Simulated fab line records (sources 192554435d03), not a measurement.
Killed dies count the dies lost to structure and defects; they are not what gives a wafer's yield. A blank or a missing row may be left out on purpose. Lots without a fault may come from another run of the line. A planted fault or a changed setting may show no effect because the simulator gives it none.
fab line records + flow n5Finfet
record
- lots=11
- wafers=32
- lastDay=17
route steps=1938 shown BEOL_M4@1058
lots that met no fault: from a run of the same line without faults
startH: hours from the record's opening day to when the first of the lot's shown wafers began + waitH: time in hours since the lot's previous step + " repeats the value in the row above + L1.1+2: a single row standing in for several wafers + - value missing, or start not given + * or withheld: withheld + < > ~ a bound
route shown NAME@n: a module of which the file shows steps, and the number in the route of the first + usual: average and standard deviation across the fault-free wafers + same: alike in all rows + chamber/n: place in a boat + sites: readings site by site + _std_site: standard deviation of those values + _edge_site: mean of outer sites minus mean of inner sites + radiusMm: how far each site lies from the wafer's centre + mask NAME#n: copy n + behind: the tool/chamber that last shaped the wafer + hold: why the lot went on hold/how many hours it stayed there/how the hold came to an end + device: names the non-switching transistor (n, p or np) + end of line: the route-end tests of the same wafers + where a step has no rows: the recipe by itself + killed: not the wafer's yield, but the dies lost to structure and defects at the first sort + map: per-die view of a wafer (x killed, . not killed, _ where there is no die)
set.NAME: the setting as run; set.NAME@STEP: as run at that earlier step + model.NAME: the simulator's own value behind a step, which no gauge read
the route's steps for a sample of lots (tables are steps, rows are wafers)
services: when a tool's chamber went out of use (startH, in hours from the record's first day, below 0 if earlier), for how many hours, and the reason
## steps
# step N5_BEOL_M4_INSPECT_30
# recipe
- mode=adi
- inspectInstrument=brightfield
# usual
- rawDefectCount=442/100
| lot.wafer | tool             | chamber | startH | waitH | rawDefectCount |
|-----------|------------------|---------|--------|-------|----------------|
| L581.2    | defectInspect-01 | -       | 159.79 | 0.0   | 485            |
| L581.3    | "                | -       | "      | "     | 479            |
| L581.4    | "                | -       | "      | "     | 364            |
| L582.1    | defectInspect-01 | -       | 159.98 | 0.1   | 462            |
| L582.5    | "                | -       | "      | "     | 423            |
| L585.1    | defectInspect-01 | -       | 185.44 | 0.1   | 378            |
| L585.5    | "                | -       | "      | "     | 387            |
| L585.6    | "                | -       | "      | "     | 261            |
| L584.3    | defectInspect-02 | -       | 186.00 | 0.0   | 286            |
| L584.4    | "                | -       | "      | "     | 285            |
| L584.6    | "                | -       | "      | "     | 319            |
| L589.1    | defectInspect-01 | -       | 215.19 | 0.1   | 389            |
| L589.3    | "                | -       | "      | "     | 421            |
| L589.5    | "                | -       | "      | "     | 403            |
| L592.1    | defectInspect-02 | -       | 220.77 | 0.1   | 347            |
| L592.4    | "                | -       | "      | "     | 569            |
| L592.5    | "                | -       | "      | "     | 471            |
| L595.2    | defectInspect-01 | -       | 236.21 | 0.0   | 396            |
| L595.4    | "                | -       | "      | "     | 555            |
| L595.6    | "                | -       | "      | "     | 528            |
| L598.1    | defectInspect-02 | -       | 259.84 | 0.1   | 570            |
| L598.2    | "                | -       | "      | "     | 419            |
| L598.6    | "                | -       | "      | "     | 585            |
| L600.2    | defectInspect-01 | -       | 271.95 | 0.0   | 382            |
| L600.4    | "                | -       | "      | "     | 323            |
| L600.5    | "                | -       | "      | "     | 413            |
| L602.1    | defectInspect-01 | -       | 276.75 | 0.2   | 554            |
| L602.4    | "                | -       | "      | "     | 668            |
| L602.5    | "                | -       | "      | "     | 702            |
| L604.1    | defectInspect-02 | -       | 300.79 | 0.1   | 469            |
| L604.2    | "                | -       | "      | "     | 379            |
| L604.6    | "                | -       | "      | "     | 426            |
# step N5_BEOL_M4_ALD_84
# recipe
- material=TaN
- targetThkA=*
- tempC=275
- aldPrecursorFamily=PDMAT
- aldCoReactant=NH3
- pressureTorr=3
- carrierFlowSccm=1500
- pulseTimeS=2
- purgeTimeS=3
- coReactantPurgeTimeS=2
- coReactantPulseTimeS=3
- aldCycles=30
- precursorVesselTempC=75
- precursorVesselPressureTorr=26.25
- precursorVesselCarrierSccm=1000
# usual
- aldCycles=30/0
- heaterPowerW=420/47
- precursorVesselPressureTorr=26.26/0.061
# same
- coReactantPulseTimeS=3
| lot.wafer | tool        | chamber | startH | waitH | aldCycles | heaterPowerW | precursorVesselPressureTorr |
|-----------|-------------|---------|--------|-------|-----------|--------------|-----------------------------|
| L581.2    | aldMetal-02 | 0       | 160.89 | 0.0   | 30        | 374          | 26.24                       |
| L581.3    | "           | 3       | "      | "     | 30        | 324          | 26.22                       |
| L581.4    | "           | 2       | "      | "     | 30        | 442          | 26.25                       |
| L582.1    | aldMetal-02 | 3       | 164.98 | 0.0   | 30        | 313          | 26.21                       |
| L582.5    | "           | 2       | "      | "     | 30        | 436          | 26.24                       |
| L585.1    | aldMetal-01 | 2       | 188.10 | 0.1   | 30        | 436          | 26.36                       |
| L585.5    | "           | 3       | "      | "     | 30        | 500          | 26.32                       |
| L585.6    | "           | 2       | "      | "     | 30        | 450          | 26.40                       |
| L584.3    | aldMetal-01 | 1       | 190.65 | 0.0   | 30        | 391          | 26.20                       |
| L584.4    | "           | 3       | "      | "     | 30        | 500          | 26.28                       |
| L584.6    | "           | 3       | "      | "     | 30        | 500          | 26.28                       |
| L589.1    | aldMetal-01 | 0       | 216.22 | 0.0   | 36        | 408          | 26.23                       |
| L589.3    | "           | 2       | "      | "     | 30        | 453          | 26.20                       |
| L589.5    | "           | 0       | "      | "     | 36        | 408          | 26.27                       |
| L592.1    | aldMetal-01 | 0       | 227.15 | 0.0   | 36        | 405          | 26.27                       |
| L592.4    | "           | 1       | "      | "     | 30        | 389          | 26.29                       |
| L592.5    | "           | 3       | "      | "     | 30        | 496          | 26.22                       |
| L595.2    | aldMetal-01 | 0       | 242.18 | 0.1   | 36        | 401          | 26.21                       |
| L595.4    | "           | 3       | "      | "     | 30        | 487          | 26.28                       |
| L595.6    | "           | 1       | "      | "     | 30        | 391          | 26.30                       |
| L598.1    | aldMetal-03 | 0       | 263.32 | 0.0   | 30        | 410          | 26.29                       |
| L598.2    | "           | 1       | "      | "     | 30        | 438          | 26.20                       |
| L598.6    | "           | 3       | "      | "     | 30        | 470          | 26.30                       |
| L600.2    | aldMetal-03 | 2       | 277.64 | 0.0   | 30        | 418          | 26.25                       |
| L600.4    | "           | 0       | "      | "     | 30        | 408          | 26.32                       |
| L600.5    | "           | 0       | "      | "     | 30        | 414          | 26.22                       |
| L602.1    | aldMetal-02 | 3       | 286.67 | 0.0   | 30        | 325          | 26.30                       |
| L602.4    | "           | 0       | "      | "     | 30        | 373          | 26.25                       |
| L602.5    | "           | 1       | "      | "     | 30        | 421          | 26.28                       |
| L604.1    | aldMetal-03 | 3       | 302.78 | 0.1   | 30        | 493          | 26.26                       |
| L604.2    | "           | 0       | "      | "     | 30        | 407          | 26.13                       |
| L604.6    | "           | 1       | "      | "     | 30        | 441          | 26.26                       |
# step N5_BEOL_M4_SURFACE_TREAT_85
# recipe
- gas=Ar
- timeS=*
- ionEnergyEv=*
- ionCurrentMaCm2=0.5
- pressureMtorr=*
- arFlowSccm=30
# usual
- throttleValvePct=*
| lot.wafer | tool          | chamber | startH | waitH | throttleValvePct |
|-----------|---------------|---------|--------|-------|------------------|
| L581.2    | pvdSputter-02 | -       | 161.43 | 0.4   | *                |
| L581.3    | "             | -       | "      | "     | *                |
| L581.4    | "             | -       | "      | "     | *                |
| L582.1    | pvdSputter-02 | -       | 165.27 | 0.2   | *                |
| L582.5    | "             | -       | "      | "     | *                |
| L585.1    | pvdSputter-02 | -       | 189.30 | 1.1   | *                |
| L585.5    | "             | -       | "      | "     | *                |
| L585.6    | "             | -       | "      | "     | *                |
| L584.3    | pvdSputter-01 | -       | 190.97 | 0.2   | *                |
| L584.4    | "             | -       | "      | "     | *                |
| L584.6    | "             | -       | "      | "     | *                |
| L589.1    | pvdSputter-02 | -       | 216.50 | 0.2   | *                |
| L589.3    | "             | -       | "      | "     | *                |
| L589.5    | "             | -       | "      | "     | *                |
| L592.1    | pvdSputter-01 | -       | 227.37 | 0.1   | *                |
| L592.4    | "             | -       | "      | "     | *                |
| L592.5    | "             | -       | "      | "     | *                |
| L595.2    | pvdSputter-03 | -       | 242.58 | 0.3   | *                |
| L595.4    | "             | -       | "      | "     | *                |
| L595.6    | "             | -       | "      | "     | *                |
| L598.1    | pvdSputter-02 | -       | 263.59 | 0.2   | *                |
| L598.2    | "             | -       | "      | "     | *                |
| L598.6    | "             | -       | "      | "     | *                |
| L600.2    | pvdSputter-02 | -       | 277.94 | 0.2   | *                |
| L600.4    | "             | -       | "      | "     | *                |
| L600.5    | "             | -       | "      | "     | *                |
| L602.1    | pvdSputter-01 | -       | 286.92 | 0.2   | *                |
| L602.4    | "             | -       | "      | "     | *                |
| L602.5    | "             | -       | "      | "     | *                |
| L604.1    | pvdSputter-03 | -       | 303.04 | 0.2   | *                |
| L604.2    | "             | -       | "      | "     | *                |
| L604.6    | "             | -       | "      | "     | *                |
# step N5_BEOL_M4_SPUTTER_86
# recipe
- material=Cu
- targetThkA=45
- tempC=-20
- chamberPressurePa=0.07
- powerW=withheld
- timeS=8.29
# usual
- throttleValvePct=29.8/1.2
| lot.wafer | tool          | chamber | startH | waitH | throttleValvePct |
|-----------|---------------|---------|--------|-------|------------------|
| L581.2    | pvdSputter-02 | -       | 162.33 | 0.1   | 32.3             |
| L581.3    | "             | -       | "      | "     | 29.5             |
| L581.4    | "             | -       | "      | "     | 30.8             |
| L582.1    | pvdSputter-01 | -       | 166.44 | 0.1   | 29.3             |
| L582.5    | "             | -       | "      | "     | 29.2             |
| L585.1    | pvdSputter-02 | -       | 190.20 | 0.1   | 30.6             |
| L585.5    | "             | -       | "      | "     | 29.3             |
| L585.6    | "             | -       | "      | "     | 30.4             |
| L584.3    | pvdSputter-03 | -       | 191.87 | 0.1   | 30.4             |
| L584.4    | "             | -       | "      | "     | 28.5             |
| L584.6    | "             | -       | "      | "     | 28.6             |
| L589.1    | pvdSputter-02 | -       | 217.42 | 0.1   | 29.1             |
| L589.3    | "             | -       | "      | "     | 30.7             |
| L589.5    | "             | -       | "      | "     | 30.7             |
| L592.1    | pvdSputter-01 | -       | 228.30 | 0.1   | 29.3             |
| L592.4    | "             | -       | "      | "     | 30.8             |
| L592.5    | "             | -       | "      | "     | 29.1             |
| L595.2    | pvdSputter-03 | -       | 245.12 | 0.1   | 30.0             |
| L595.4    | "             | -       | "      | "     | 29.9             |
| L595.6    | "             | -       | "      | "     | 28.6             |
| L598.1    | pvdSputter-01 | -       | 264.73 | 0.1   | 29.2             |
| L598.2    | "             | -       | "      | "     | 30.1             |
| L598.6    | "             | -       | "      | "     | 31.2             |
| L600.2    | pvdSputter-02 | -       | 278.84 | 0.1   | 28.1             |
| L600.4    | "             | -       | "      | "     | 29.2             |
| L600.5    | "             | -       | "      | "     | 27.8             |
| L602.1    | pvdSputter-03 | -       | 287.97 | 0.1   | 28.2             |
| L602.4    | "             | -       | "      | "     | 30.0             |
| L602.5    | "             | -       | "      | "     | 30.2             |
| L604.1    | pvdSputter-02 | -       | 304.16 | 0.1   | 30.5             |
| L604.2    | "             | -       | "      | "     | 29.1             |
| L604.6    | "             | -       | "      | "     | 29.1             |
# step N5_BEOL_M4_RC_MEAS_101
# usual
- DIBL_N=36.0/2.2
- DIBL_P=35.9/2.6
- IOFF_N=0.16/0.038
- IOFF_P=0.21/0.042
- ION_N=675/15
- ION_P=463/10
- SS_N=71.5/0.62
- SS_P=73.2/0.76
- VT_N=250/4.1
- VT_P=-251/3.6
| lot.wafer | tool      | chamber | startH | waitH | DIBL_N[mV/V] | DIBL_P[mV/V] | IOFF_N[nA/um] | IOFF_P[nA/um] | ION_N[uA/um] | ION_P[uA/um] | SS_N[mV/dec] | SS_P[mV/dec] | VT_N[mV] | VT_P[mV] |
|-----------|-----------|---------|--------|-------|--------------|--------------|---------------|---------------|--------------|--------------|--------------|--------------|----------|----------|
| L581.2    | prober-01 | 0       | 164.69 | 0.2   | 35.0         | 34.6         | 0.13          | 0.20          | 672          | 464          | 71.2         | 72.7         | 250      | -250     |
| L581.3    | "         | 0       | "      | "     | 32.8         | 32.3         | 0.11          | 0.17          | 658          | 457          | 70.6         | 72.4         | 256      | -251     |
| L581.4    | "         | 0       | "      | "     | 33.8         | 32.1         | 0.12          | 0.16          | 665          | 461          | 71.6         | 72.1         | 254      | -251     |
| L582.1    | prober-01 | 0       | 168.74 | 0.0   | 37.3         | 37.3         | 0.17          | 0.21          | 674          | 461          | 71.5         | 73.2         | 251      | -254     |
| L582.5    | "         | 0       | "      | "     | 35.4         | 35.0         | 0.14          | 0.19          | 667          | 454          | 71.6         | 72.4         | 251      | -253     |
| L585.1    | prober-01 | 0       | 192.73 | 0.0   | 32.4         | 31.1         | 0.10          | 0.14          | 662          | 457          | 71.0         | 72.7         | 259      | -258     |
| L585.5    | "         | 0       | "      | "     | 32.1         | 31.3         | 0.10          | 0.14          | 648          | 454          | 70.5         | 72.4         | 260      | -257     |
| L585.6    | "         | 0       | "      | "     | 34.7         | 33.8         | 0.13          | 0.18          | 674          | 465          | 71.4         | 74.1         | 255      | -251     |
| L584.3    | prober-02 | 0       | 194.41 | 0.3   | 33.3         | 33.6         | 0.12          | 0.15          | 657          | 446          | 70.9         | 73.0         | 253      | -255     |
| L584.4    | "         | 0       | "      | "     | 36.6         | 37.5         | 0.17          | 0.20          | 680          | 458          | 72.6         | 73.8         | 247      | -251     |
| L584.6    | "         | 0       | "      | "     | 34.8         | 34.4         | 0.14          | 0.15          | 656          | 444          | 71.8         | 73.3         | 251      | -255     |
| L589.1    | prober-01 | 0       | 219.77 | 0.0   | 35.3         | 34.6         | 0.13          | 0.17          | 673          | 464          | 70.8         | 72.6         | 251      | -255     |
| L589.3    | "         | 0       | "      | "     | 37.6         | 36.8         | 0.16          | 0.20          | 662          | 450          | 71.5         | 74.0         | 252      | -254     |
| L589.5    | "         | 0       | "      | "     | 39.0         | 39.5         | 0.21          | 0.24          | 684          | 464          | 72.3         | 74.1         | 246      | -252     |
| L592.1    | prober-01 | 0       | 230.50 | 0.0   | 38.5         | 36.9         | 0.16          | 0.26          | 684          | 475          | 71.2         | 73.7         | 248      | -247     |
| L592.4    | "         | 0       | "      | "     | 32.9         | 30.5         | 0.09          | 0.17          | 639          | 447          | 70.3         | 72.9         | 257      | -250     |
| L592.5    | "         | 0       | "      | "     | 37.7         | 36.0         | 0.16          | 0.25          | 674          | 474          | 71.4         | 73.6         | 248      | -245     |
| L595.2    | prober-02 | 0       | 247.47 | 0.2   | 36.8         | 35.6         | 0.16          | 0.23          | 677          | 467          | 70.6         | 73.3         | 249      | -247     |
| L595.4    | "         | 0       | "      | "     | 37.0         | 36.6         | 0.16          | 0.25          | 671          | 471          | 71.9         | 73.8         | 247      | -248     |
| L595.6    | "         | 0       | "      | "     | 36.8         | 36.4         | 0.16          | 0.24          | 685          | 473          | 71.2         | 72.4         | 250      | -253     |
| L598.1    | prober-02 | 0       | 266.93 | 0.0   | 37.0         | 38.5         | 0.17          | 0.24          | 661          | 456          | 72.0         | 73.5         | 246      | -249     |
| L598.2    | "         | 0       | "      | "     | 37.4         | 38.1         | 0.20          | 0.23          | 697          | 478          | 71.2         | 73.8         | 243      | -251     |
| L598.6    | "         | 0       | "      | "     | 36.6         | 36.9         | 0.17          | 0.22          | 686          | 464          | 70.7         | 72.4         | 248      | -250     |
| L600.2    | prober-02 | 0       | 281.27 | 0.2   | 38.6         | 39.0         | 0.18          | 0.23          | 675          | 464          | 71.9         | 73.4         | 249      | -250     |
| L600.4    | "         | 0       | "      | "     | 39.9         | 42.4         | 0.22          | 0.29          | 696          | 482          | 72.1         | 73.9         | 245      | -248     |
| L600.5    | "         | 0       | "      | "     | 38.5         | 39.0         | 0.20          | 0.25          | 689          | 472          | 71.6         | 73.0         | 246      | -250     |
| L602.1    | prober-02 | 0       | 290.17 | 0.0   | 35.9         | 36.9         | 0.17          | 0.28          | 684          | 476          | 71.5         | 74.2         | 249      | -243     |
| L602.4    | "         | 0       | "      | "     | 32.9         | 32.5         | 0.12          | 0.19          | 663          | 462          | 70.3         | 72.6         | 255      | -249     |
| L602.5    | "         | 0       | "      | "     | 33.8         | 31.9         | 0.12          | 0.18          | 656          | 454          | 70.8         | 72.2         | 252      | -251     |
| L604.1    | prober-02 | 0       | 306.35 | 0.0   | 36.0         | 37.0         | 0.18          | 0.25          | 684          | 464          | 71.0         | 73.4         | 245      | -248     |
| L604.2    | "         | 0       | "      | "     | 35.7         | 36.7         | 0.18          | 0.25          | 693          | 475          | 71.2         | 73.6         | 244      | -245     |
| L604.6    | "         | 0       | "      | "     | 35.6         | 37.8         | 0.19          | 0.28          | 700          | 491          | 71.5         | 74.2         | 245      | -245     |
## services
| tool          | chamber | startH | hours | kind   |
|---------------|---------|--------|-------|--------|
| pvdSputter-01 | -       | 150.27 | 1.8   | repair |
| aldMetal-01   | -       | 178.55 | 0.7   | repair |
| aldMetal-02   | 1       | 187.77 | 24.8  | repair |
| aldMetal-02   | -       | 230.37 | 2.8   | pm     |
| aldMetal-02   | 0       | 265.38 | 2.8   | repair |
| aldMetal-03   | -       | 268.61 | 2.8   | pm     |
## key
firstSign
- step=N5_BEOL_M4_ALD_84
- reading=aldCycles
- direction=up
- sigmas=99+
- usual=*
- struck=*
effect none on later readings
metAt N5_BEOL_M4_ALD_84
struckLots L589,L592,L595
struckWafers L589.1,L589.5,L592.1,L595.2
notActingAt N5_BEOL_M4_INSPECT_30,N5_BEOL_M4_SURFACE_TREAT_85,N5_BEOL_M4_SPUTTER_86
fault
- kind=processParameterDrift
- tool=aldMetal-01
- chamber=0
- onsetH=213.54
- steps=N5_BEOL_M4_ALD_84
- channel=aldCycles
- offset=*
- shape=step
- endH=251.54
- actsIn=*
- stated=*
